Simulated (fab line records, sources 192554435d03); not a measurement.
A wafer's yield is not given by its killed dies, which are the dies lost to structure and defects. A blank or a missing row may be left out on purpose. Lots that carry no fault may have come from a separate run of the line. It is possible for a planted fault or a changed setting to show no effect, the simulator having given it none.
Struck lot and sound lot, side by side | flow n5-finfet | 28 out of 1938 route steps
Sound: wafers L659.1, L659.2, L659.6. Struck: wafer L672.5. (L672.3, L672.6 of the same lot were not struck and are left out.) The cause comes at the end.
Order at every step that has rows: each side's tool, ch and its chambers, its first start. Under that, the readings that differ: sound wafers | struck wafers | difference of the means | sigmas: that difference in standard deviations of wafers without a fault.
alike: words and numbers the same on both sides, and readings whose means are apart by under 2 such deviations; not compared: readings that were withheld, readings missing a value for some wafer, numbers with overlapping values and no deviation given by the record, and bounds like >300 which may hide the same value.
The two part at a step that has a row with sigmas, a row that says differs or no value, or rows on one side only. Non-overlapping numbers with no deviation appear without sigmas and do not part them. A reading that every wafer of one side lacks parts them only if that side has two wafers or more.

first, 9 steps without rows for these wafers: N5_BEOL_M0_SAQP_PEB_38 (peb time 60 s); N5_BEOL_M0_SAQP_DEVELOP_39 (develop time 30 s); N5_BEOL_M0_SAQP_DESCUM_45 (chemistry O2, time 7 s); N5_BEOL_M0_SAQP_ETCH_88 (etches underlayer in N2/H2, target depth 6.5 nm, time 5.2 s); N5_BEOL_M0_SAQP_ETCH_73 (etches SiARC in CF4, target depth 19.5 nm, time 32.5 s); N5_BEOL_M0_SAQP_CUT_ETCH_46 (etches SOC in N2/H2, target depth 135 nm, overetch 27 nm, time 202.5 s); N5_BEOL_M0_SAQP_STRIP_74 (strips in N2/H2); N5_BEOL_M0_SAQP_STRIP_89 (strips in N2/H2); N5_BEOL_M0_SAQP_ALD_48 (deposits SiO2, target thk 20 nm, pulse time 1 s, co reactant pulse time 1 s).
N5_BEOL_M0_SAQP_ETCH_49: etches SiO2 in CF4/O2, target depth 37 nm.
  sound on rie-diel-05 ch 2,3, day 6 09:11; struck on rie-diel-05 ch 2, day 9 14:29
  reading                                       | sound             | struck | difference | sigmas
  oes-product-au (a.u.)                         | 0.70 0.70 0.70    | 0.53   | -0.17      | -2
  model.etch.depth-nm (nm)                      | 37.06 36.39 36.42 | 23.29  | -13.33     |
  model.BEOL_M0_SAQP.feature-depth-nm (nm)      | 37 36.4 36.4      | 23.2   | -13.4      |
  model.SOC_of_BEOL_M0_SAQP_COAT_69.thk-nm (nm) | 70.8 71 70.4      | 78     | +7         |
  alike: drypump-motor-current-A, oes_ar_750_au, rf-vpp-V, showerhead-plenum-p-Torr, throttle-valve-pct
  not compared: rf-hours-counter-h
then, 10 steps without rows for these wafers: N5_BEOL_M0_SAQP_STRIP_75 (strips in CF4); N5_BEOL_M0_CUTY_COAT_50 (time 60 s, resist thk 15 nm); N5_BEOL_M0_CUTY_COAT_51 (resist thk 150 nm); N5_BEOL_M0_CUTY_EBR_52; N5_BEOL_M0_CUTY_SOFTBAKE_53 (time 60 s); N5_BEOL_M0_CUTY_EXPOSE_54 (exposes mask M0 ABLK); N5_BEOL_M0_CUTY_PEB_55 (peb time 60 s); N5_BEOL_M0_CUTY_DEVELOP_56 (develop time 30 s); N5_BEOL_M0_CUTY_DESCUM_61 (chemistry O2, time 7.9 s); N5_BEOL_M0_CUTY_ETCH_62 (etches SiARC in CF4, time 58.5 s).
N5_BEOL_M0_CUTY_ETCH_63: etches SOC in N2/H2, target depth 82.7 nm, overetch 16.5 nm, time 124 s.
  sound on rie-diel-03 ch 0,2, day 6 10:46; struck on rie-diel-03 ch 2, day 9 15:10
  reading                  | sound             | struck | difference | sigmas
  oes-product-au (a.u.)    | 0.56 0.57 0.55    | 0.81   | +0.25      | +4
  throttle-valve-pct (%)   | 18.14 17.98 18.14 | 17.52  | -0.57      | -3
  model.etch.depth-nm (nm) | 70.75 70.97 70.45 | 78.05  | +7.33      |
  alike: drypump-motor-current-A, rf-vpp-V, showerhead-plenum-p-Torr
  not compared: rf-hours-counter-h
then, 3 steps without rows for these wafers: N5_BEOL_M0_CUTY_STRIP_64 (strips in N2/H2); N5_BEOL_M0_ETCH_138 (etches SiCN in CH3F/O2, target depth 12 nm, time 31.6 s); N5_BEOL_M0_HM_OPEN_105 (chemistry Cl2/BCl3, target TiN, target depth 12 nm).
N5_BEOL_M0_STRIP_140: strips in CF4.
  sound on rie-diel-02 ch 0,2,3, day 6 11:15; struck on rie-diel-02 ch 3, day 10 02:03
  reading                                       | sound          | struck | difference | sigmas
  model.SiO2_of_BEOL_M0_SAQP_ALD_48.thk-nm (nm) | 11.2 11.6 11.6 | 15.2   | +3.7       |
  alike: bias-power-w, drypump-motor-current-A, oes-product-au, rf-vpp-V, showerhead-plenum-p-Torr, throttle-valve-pct
  not compared: rf-hours-counter-h
then, 1 step without rows for these wafers: N5_BEOL_M0_STRIP_104 (strips in N2/H2).
-- a jump in the record: the struck wafers' starts before and after are 3 days apart (it breaks off in module BEOL_M0 and resumes in module BEOL_M4, where the first step shown is number 1111 of the route) --
N5_BEOL_M4_RC_MEAS_101:
  sound on prober-01 ch 0, day 8 12:29; struck on prober-01 ch 0, day 12 17:58
  alike: DIBL_N, DIBL_P, IOFF_N, IOFF_P, ION_N, ION_P, SS_N, SS_P, VT_N, VT_P
-- here the record skips 4 days between the struck wafers' starts before and after, leaving off in module BEOL_M4 and picking up in module PASSIVATION (first step shown: number 1936 of the route) --
N5_PASSIVATION_PROBE_49:
  struck on prober-02, day 17 00:35; sound on prober-02, day 13 03:46
  alike: defect-limited-yield, killed_at_M0_to_M3, killed_at_M4_up, killed-at-contacts, killed-at-front-end, killed-at-other, killed-dies, killed-open, killed-short, sort_bin_5_function, sort_bin_6_memory, sort_bin_8_speed, sort-n-pass, sort-yield-pct

## WHERE THEY PART
Last at N5_BEOL_M0_CUTY_ETCH_63 as far as this record goes, first at N5_BEOL_M0_SAQP_ETCH_49. Later steps at which nothing parts them and some readings are alike: N5_BEOL_M0_STRIP_140, N5_BEOL_M4_RC_MEAS_101, N5_PASSIVATION_PROBE_49.

WHY: what had been put in by the simulator
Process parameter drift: rie-diel-05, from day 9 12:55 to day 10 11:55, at N5_BEOL_M0_SAQP_ETCH_49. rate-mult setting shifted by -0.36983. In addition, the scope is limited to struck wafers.
